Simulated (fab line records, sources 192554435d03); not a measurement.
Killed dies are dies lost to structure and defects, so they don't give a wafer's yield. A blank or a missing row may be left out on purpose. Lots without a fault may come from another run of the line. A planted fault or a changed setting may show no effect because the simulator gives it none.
fab line records | flow n5_finfet | part 1 of 2: steps 1 to 3 of 6
record lots=20 wafers=60 last_day=18
route steps=1938 shown BEOL_M0@717 BEOL_M1@769
lots that met no fault: from a run of the same line without faults
start_h: hours from the record's first day to the start of the lot's first wafer shown | wait_h: hours since the lot's step before | " the same as in the row above | L1.1+2: a row that stands for several wafers | - no value, or no start given | * or withheld: withheld | < > ~ a bound
route shown NAME@n: a module of which the file shows steps, and the number in the route of the first | usual: mean/standard deviation of fault-free wafers | same: alike in all rows | chamber/n: place in a boat | sites: the reading at each site | _std_site: their standard deviation | _edge_site: outer sites' mean less inner sites' | radius_mm: how far each site lies from the wafer's centre | mask NAME#n: copy n | behind: the tool/chamber that last shaped the wafer | hold: why the lot was held/for how many hours/how that ended | device: the transistor (n, p or np) that didn't switch | end of line: the same wafers' tests at the end of the route | a step without rows: its recipe alone | killed: dies lost to structure and defects at the first sort, not the wafer's yield | map: a wafer's dies, x killed, . not, _ none there
set.NAME: the setting as run; set.NAME@STEP: as run at that earlier step | model.NAME: the simulator's own value behind a step, which no gauge read
steps of the route over a sample of lots; a table a step, a row a wafer
services: from which hour (start_h, from the record's first day; less than 0 if before it) a tool's chamber was out of use, for how many hours, and why
## steps
# step N5_BEOL_M0_STRIP_140
# recipe chemistry=CF4 resist=SiARC power_w=300 bias_power_w=75 pressure_mtorr=50 cf4_flow_sccm=150 rf_frequency_hz=6e+07
# usual drypump_motor_current_A=5.9/0.42 oes_product_au=0.75/0.075 rf_vpp_V=271.0/1.9 showerhead_plenum_p_Torr=1.78/0.061 throttle_valve_pct=13.61/0.21
# columns lot.wafer tool chamber start_h wait_h drypump_motor_current_A oes_product_au rf_hours_counter_h rf_vpp_V showerhead_plenum_p_Torr throttle_valve_pct
L075.1 rie_diel-03 3 120.38 0.2 5.9 0.72 176 273.7 1.79 13.43
L075.3 " 0 " " 6.2 0.68 219 269.7 1.78 13.83
L075.5 " 3 " " 5.9 0.73 - 271.3 1.79 13.42
L077.3 rie_diel-05 3 131.29 0.1 6.5 0.71 187 273.4 1.84 13.80
L077.5 " 0 " " 5.8 0.71 - 270.2 1.85 13.54
L077.6 " 3 " " 6.5 0.71 - 273.4 1.84 13.82
L078.2 rie_diel-05 0 141.58 0.2 5.7 0.70 209 272.9 1.85 13.53
L078.4 " 0 " " 5.8 0.71 - 273.3 1.85 13.52
L078.6 " 2 " " 5.5 0.94 - 270.3 1.76 13.13
L080.1 rie_diel-02 3 151.07 0.1 5.9 0.85 37 272.0 1.75 13.51
L080.3 " 0 " " 6.3 0.75 136 269.1 1.64 13.60
L080.5 " 3 " " 6.0 0.86 - 268.8 1.75 13.51
L082.2 rie_diel-02 3 163.35 0.1 5.9 0.84 41 267.9 1.74 13.49
L082.3 " 1 " " 5.4 0.73 177 271.4 1.85 13.43
L082.5 " 1 " " 5.4 0.73 - 272.8 1.85 13.45
L083.3 rie_diel-03 0 171.10 0.2 6.2 0.67 235 269.4 1.78 13.87
L083.4 " 1 " " 6.4 0.77 117 270.9 1.79 13.51
L083.5 " 1 " " 6.4 0.77 - 272.9 1.79 13.54
L084.1 rie_diel-02 2 181.82 0.1 5.8 0.69 248 273.9 1.77 13.94
L084.2 " 3 " " 6.0 0.83 47 267.6 1.74 13.53
L084.4 " 1 " " 5.4 0.72 183 272.3 1.85 13.46
L085.2 rie_diel-02 1 186.47 0.2 5.4 0.72 184 271.6 1.85 13.46
L085.3 " 2 " " 5.8 0.69 249 270.3 1.77 13.94
L085.5 " 3 " " 5.9 0.83 - 269.0 1.74 13.52
L086.1 rie_diel-02 0 195.54 0.1 6.3 0.74 152 269.8 1.64 13.64
L086.4 " 1 " " 5.4 0.71 - 271.4 1.85 13.48
L086.6 " 3 " " 5.9 0.84 - 270.9 1.74 13.55
L087.1 rie_diel-02 3 201.31 0.3 6.0 0.82 56 268.6 1.74 13.54
L087.4 " 3 " " 6.0 0.83 - 270.6 1.74 13.54
L087.5 " 0 " " 6.3 0.74 - 266.9 1.64 13.65
L088.2 rie_diel-03 3 204.74 0.3 5.9 0.70 204 271.1 1.78 13.49
L088.5 " 3 " " 5.9 0.70 - 273.1 1.78 13.48
L088.6 " 0 " " 6.3 0.67 - 268.8 1.77 13.91
L089.4 rie_diel-03 1 211.11 0.1 6.3 0.76 - 270.0 1.78 13.53
L089.5 " 0 " " 6.3 0.67 - 270.7 1.77 13.93
L089.6 " 3 " " 5.9 0.70 - 272.1 1.78 13.48
L090.1 rie_diel-05 0 215.73 0.1 5.8 0.68 234 273.1 1.84 13.61
L090.2 " 2 " " 5.5 0.87 29 269.3 1.75 13.21
L090.6 " 1 " " 5.2 0.68 - 270.0 1.83 13.84
L091.1 rie_diel-05 3 218.91 0.1 6.5 0.68 217 271.9 1.83 13.88
L091.3 " 1 " " 5.2 0.69 229 270.2 1.82 13.84
L091.5 " 2 " " 5.5 0.88 - 272.5 1.75 13.20
L092.1 rie_diel-02 0 231.83 0.1 6.3 0.73 167 267.1 1.64 13.67
L092.2 " 3 " " 6.0 0.81 68 269.6 1.74 13.58
L092.6 " 1 " " 5.4 0.71 - 272.2 1.84 13.51
L093.1 rie_diel-02 2 233.84 0.2 5.8 0.92 10 271.2 1.77 13.39
L093.4 " 0 " " 6.4 0.72 167 268.4 1.64 13.69
L093.5 " 2 " " 5.8 0.91 - 270.7 1.77 13.40
L094.1 rie_diel-02 1 239.74 0.1 5.4 0.70 208 275.0 1.84 13.51
L094.5 " 1 " " 5.4 0.71 - 272.8 1.84 13.52
L094.6 " 0 " " 6.4 0.72 - 267.4 1.64 13.68
L095.1 rie_diel-05 3 252.97 0.4 6.5 0.68 229 271.4 1.83 13.90
L095.2 " 0 " " 5.7 0.67 248 273.4 1.84 13.63
L095.4 " 2 " " 5.5 0.87 43 269.0 1.75 13.23
L096.2 rie_diel-02 3 258.92 0.3 5.9 0.79 76 271.3 1.73 13.57
L096.3 " 0 " " 6.3 0.72 176 266.6 1.63 13.72
L096.5 " 2 " " 5.8 0.89 - 269.8 1.77 13.40
L097.1 rie_diel-05 2 262.38 0.4 5.5 0.85 47 271.4 1.75 13.25
L097.3 " 1 " " 5.1 0.68 246 271.8 1.82 13.92
L097.5 " 2 " " 5.5 0.85 - 270.4 1.75 13.25
# step N5_BEOL_M0_STRIP_104
# recipe chemistry=N2/H2 power_w=450 temp_c=40 pressure_mtorr=20 rf_frequency_hz=6e+07 overash_fraction=0.3 bias_power_w=7 h2_frac=0.5 n2_flow_sccm=200 h2_flow_sccm=200
# usual drypump_motor_current_A=5.9/0.42 oes_product_au=0.75/0.081 rf_vpp_V=59.1/1.4 showerhead_plenum_p_Torr=2.53/0.095 throttle_valve_pct=23.62/0.22
# same overash_fraction=0.3
# columns lot.wafer tool chamber start_h wait_h drypump_motor_current_A oes_product_au rf_hours_counter_h rf_vpp_V showerhead_plenum_p_Torr throttle_valve_pct
L075.1 rie_diel-03 3 120.40 0.0 5.9 0.74 176 58.9 2.55 23.39
L075.3 " 0 " " 6.3 0.66 219 57.9 2.51 23.65
L075.5 " 3 " " 6.0 0.74 - 60.3 2.55 23.41
L077.3 rie_diel-05 3 131.31 0.0 6.5 0.71 187 59.8 2.64 24.04
L077.5 " 0 " " 5.7 0.70 - 58.6 2.61 23.55
L077.6 " 3 " " 6.5 0.72 - 58.3 2.64 24.07
L078.2 rie_diel-05 0 141.60 0.0 5.8 0.70 209 61.3 2.61 23.54
L078.4 " 0 " " 5.8 0.70 - 58.2 2.61 23.53
L078.6 " 2 " " 5.5 0.96 - 58.5 2.49 23.19
L080.1 rie_diel-02 3 151.09 0.0 6.0 0.87 37 57.8 2.46 23.52
L080.3 " 0 " " 6.3 0.75 136 61.3 2.34 23.59
L080.5 " 3 " " 6.0 0.86 - 59.6 2.46 23.52
L082.2 rie_diel-02 3 163.37 0.0 5.9 0.86 41 61.0 2.46 23.49
L082.3 " 1 " " 5.4 0.73 177 60.7 2.65 23.67
L082.5 " 1 " " 5.4 0.73 - 60.5 2.65 23.70
L083.3 rie_diel-03 0 171.12 0.0 6.3 0.67 235 59.4 2.50 23.63
L083.4 " 1 " " 6.4 0.77 117 57.5 2.54 23.48
L083.5 " 1 " " 6.3 0.78 - 58.9 2.54 23.46
L084.1 rie_diel-02 2 181.84 0.0 5.8 0.69 248 59.1 2.48 23.96
L084.2 " 3 " " 5.9 0.84 47 59.8 2.46 23.51
L084.4 " 1 " " 5.4 0.75 183 61.7 2.65 23.63
L085.2 rie_diel-02 1 186.49 0.0 5.4 0.72 184 59.6 2.65 23.68
L085.3 " 2 " " 5.8 0.68 249 59.0 2.48 23.93
L085.5 " 3 " " 6.0 0.84 - 59.9 2.46 23.53
L086.1 rie_diel-02 0 195.56 0.0 6.4 0.76 152 58.6 2.33 23.61
L086.4 " 1 " " 5.4 0.74 - 58.2 2.65 23.70
L086.6 " 3 " " 6.0 0.85 - 60.0 2.46 23.55
L087.1 rie_diel-02 3 201.33 0.0 6.0 0.83 56 57.8 2.46 23.52
L087.4 " 3 " " 6.0 0.82 - 59.2 2.46 23.54
L087.5 " 0 " " 6.3 0.75 - 57.3 2.33 23.62
L088.2 rie_diel-03 3 204.76 0.0 6.0 0.72 204 57.5 2.53 23.43
L088.5 " 3 " " 5.9 0.73 - 60.6 2.53 23.46
L088.6 " 0 " " 6.2 0.68 - 57.4 2.50 23.66
L089.4 rie_diel-03 1 211.14 0.0 6.4 0.76 - 58.6 2.53 23.52
L089.5 " 0 " " 6.3 0.65 - 58.5 2.50 23.65
L089.6 " 3 " " 6.0 0.72 - 57.7 2.53 23.43
L090.1 rie_diel-05 0 215.75 0.0 5.7 0.69 234 61.4 2.60 23.53
L090.2 " 2 " " 5.5 0.92 29 56.8 2.48 23.17
L090.6 " 1 " " 5.2 0.69 - 57.4 2.61 23.65
L091.1 rie_diel-05 3 218.93 0.0 6.5 0.68 217 57.9 2.63 24.08
L091.3 " 1 " " 5.2 0.68 229 60.8 2.61 23.66
L091.5 " 2 " " 5.5 0.92 - 59.9 2.48 23.20
L092.1 rie_diel-02 0 231.85 0.0 6.4 0.73 167 57.3 2.33 23.66
L092.2 " 3 " " 5.9 0.80 68 58.6 2.45 23.52
L092.6 " 1 " " 5.4 0.72 - 60.9 2.64 23.71
L093.1 rie_diel-02 2 233.86 0.0 5.8 0.93 10 59.0 2.48 23.54
L093.4 " 0 " " 6.3 0.72 167 56.4 2.33 23.61
L093.5 " 2 " " 5.8 0.92 - 56.1 2.48 23.54
L094.1 rie_diel-02 1 239.76 0.0 5.4 0.71 208 60.5 2.64 23.72
L094.5 " 1 " " 5.4 0.72 - 59.1 2.64 23.71
L094.6 " 0 " " 6.3 0.74 - 58.2 2.33 23.64
L095.1 rie_diel-05 3 252.99 0.0 6.5 0.69 229 58.3 2.62 24.09
L095.2 " 0 " " 5.7 0.70 248 57.2 2.59 23.60
L095.4 " 2 " " 5.5 0.88 43 60.6 2.47 23.25
L096.2 rie_diel-02 3 258.94 0.0 5.9 0.79 76 60.6 2.45 23.53
L096.3 " 0 " " 6.3 0.71 176 56.3 2.32 23.62
L096.5 " 2 " " 5.8 0.89 - 58.5 2.47 23.56
L097.1 rie_diel-05 2 262.40 0.0 5.5 0.89 47 62.5 2.47 23.22
L097.3 " 1 " " 5.1 0.68 246 60.4 2.60 23.65
L097.5 " 2 " " 5.5 0.89 - 58.8 2.47 23.22
# step N5_BEOL_M0_TRENCH_ETCH_107
# recipe chemistry=C4F6/O2 target_depth_a=328 target=SiOC time_s=16.4 ion_energy_ev=250 pressure_mtorr=30 source_w=355 bias_w=185 Ar_flow_sccm=300 C4F6_flow_sccm=10 O2_flow_sccm=10
# usual C4F6_flow_sccm=10.002/0.029 drypump_motor_current_A=5.9/0.4 oes_product_au=0.75/0.075 rf_vpp_V=665/15 showerhead_plenum_p_Torr=2.84/0.092 throttle_valve_pct=20.89/0.17
# columns lot.wafer tool chamber start_h wait_h C4F6_flow_sccm drypump_motor_current_A oes_product_au rf_hours_counter_h rf_vpp_V showerhead_plenum_p_Torr throttle_valve_pct
L075.1 rie_diel-03 0 120.59 0.0 9.979 6.3 0.68 219 661 2.80 20.92
L075.3 " 2 " " 10.013 5.4 0.69 221 649 2.81 20.86
L075.5 " 2 " " 9.987 5.5 0.69 - 649 2.81 20.87
L077.3 rie_diel-02 2 132.19 0.0 10.002 5.8 0.70 231 696 2.80 21.06
L077.5 " 3 " " 9.940 5.9 0.88 - 659 2.77 20.83
L077.6 " 2 " " 9.938 5.8 0.70 - 697 2.80 21.05
L078.2 rie_diel-03 2 141.89 0.0 9.980 5.5 0.68 228 649 2.81 20.86
L078.4 " 1 " " 9.979 6.4 0.79 106 645 2.88 20.96
L078.6 " 2 " " 10.013 5.5 0.68 - 648 2.81 20.88
L080.1 rie_diel-02 1 151.28 0.0 10.005 5.4 0.74 173 679 2.98 20.84
L080.3 " 0 " " 10.046 6.4 0.77 136 671 2.63 20.97
L080.5 " 1 " " 9.998 5.4 0.73 - 678 2.98 20.83
L082.2 rie_diel-02 1 163.98 0.0 9.947 5.4 0.73 178 678 2.98 20.84
L082.3 " 3 " " 9.994 5.9 0.86 42 656 2.76 20.85
L082.5 " 1 " " 9.993 5.4 0.73 - 678 2.98 20.83
L083.3 rie_diel-05 3 171.63 0.0 10.031 6.5 0.72 203 673 2.94 21.18
L083.4 " 2 " " 10.021 5.5 0.93 16 685 2.79 20.54
L083.5 " 3 " " 9.984 6.5 0.72 - 673 2.94 21.17
L084.1 rie_diel-02 2 182.01 0.0 10.024 5.8 0.68 248 694 2.80 21.09
L084.2 " 1 " " 9.982 5.4 0.73 183 677 2.98 20.85
L084.4 " 0 " " 10.039 6.3 0.75 146 671 2.63 20.98
L085.2 rie_diel-02 1 187.06 0.0 10.014 5.4 0.73 185 679 2.97 20.86
L085.3 " 0 " " 9.995 6.3 0.75 148 670 2.63 20.99
L085.5 " 2 " " 10.031 5.8 0.68 - 695 2.80 21.09
L086.1 rie_diel-05 0 195.72 0.0 10.032 5.8 0.70 227 666 2.92 20.75
L086.4 " 0 " " 10.006 5.8 0.70 - 666 2.92 20.76
L086.6 " 2 " " 10.041 5.5 0.91 - 686 2.79 20.56
L087.1 rie_diel-03 1 201.71 0.0 10.006 6.4 0.76 128 646 2.87 20.96
L087.4 " 0 " " 10.017 6.3 0.66 246 660 2.79 20.96
L087.5 " 1 " " 10.059 6.4 0.77 - 645 2.87 20.98
L088.2 rie_diel-03 3 204.95 0.0 10.015 5.9 0.72 204 648 2.83 20.67
L088.5 " 3 " " 9.986 5.9 0.72 - 647 2.83 20.66
L088.6 " 0 " " 10.032 6.3 0.66 - 660 2.79 20.96
L089.4 rie_diel-03 0 211.30 0.0 10.049 6.3 0.67 - 660 2.79 20.95
L089.5 " 3 " " 9.980 5.9 0.72 - 647 2.83 20.67
L089.6 " 1 " " 10.041 6.3 0.77 - 646 2.87 20.98
L090.1 rie_diel-03 0 215.92 0.0 9.996 6.3 0.66 251 659 2.79 20.98
L090.2 " 3 " " 10.022 6.0 0.72 208 647 2.83 20.67
L090.6 " 3 " " 10.022 5.9 0.72 - 647 2.83 20.65
L091.1 rie_diel-02 3 219.10 0.0 9.984 6.0 0.83 62 658 2.75 20.87
L091.3 " 1 " " 10.012 5.4 0.72 199 678 2.97 20.85
L091.5 " 0 " " 9.976 6.3 0.73 - 671 2.62 21.01
L092.1 rie_diel-02 1 232.02 0.0 9.994 5.4 0.71 205 677 2.97 20.89
L092.2 " 3 " " 10.000 6.0 0.83 68 657 2.75 20.89
L092.6 " 1 " " 9.985 5.3 0.72 - 678 2.96 20.87
L093.1 rie_diel-03 1 234.03 0.0 9.920 6.3 0.75 140 646 2.87 20.98
L093.4 " 2 " " 10.012 5.5 0.99 - 649 2.80 20.50
L093.5 " 3 " " 10.018 5.9 0.70 - 646 2.83 20.68
L094.1 rie_diel-05 3 239.93 0.0 9.986 6.5 0.68 225 673 2.93 21.20
L094.5 " 3 " " 9.973 6.5 0.69 - 671 2.93 21.21
L094.6 " 0 " " 10.007 5.8 0.69 - 666 2.92 20.78
L095.1 rie_diel-02 3 253.59 0.0 9.977 6.0 0.81 75 657 2.75 20.88
L095.2 " 1 " " 10.037 5.4 0.70 212 677 2.96 20.88
L095.4 " 0 " " 10.030 6.3 0.73 174 671 2.62 21.04
L096.2 rie_diel-05 3 259.16 0.0 10.022 6.5 0.69 232 672 2.93 21.21
L096.3 " 1 " " 10.081 5.1 0.68 246 667 2.92 21.17
L096.5 " 2 " " 10.039 5.5 0.86 - 684 2.78 20.58
L097.1 rie_diel-05 3 262.57 0.0 9.966 6.5 0.68 233 672 2.93 21.21
L097.3 " 1 " " 10.003 5.2 0.67 247 666 2.92 21.18
L097.5 " 2 " " 9.991 5.5 0.86 - 683 2.78 20.59
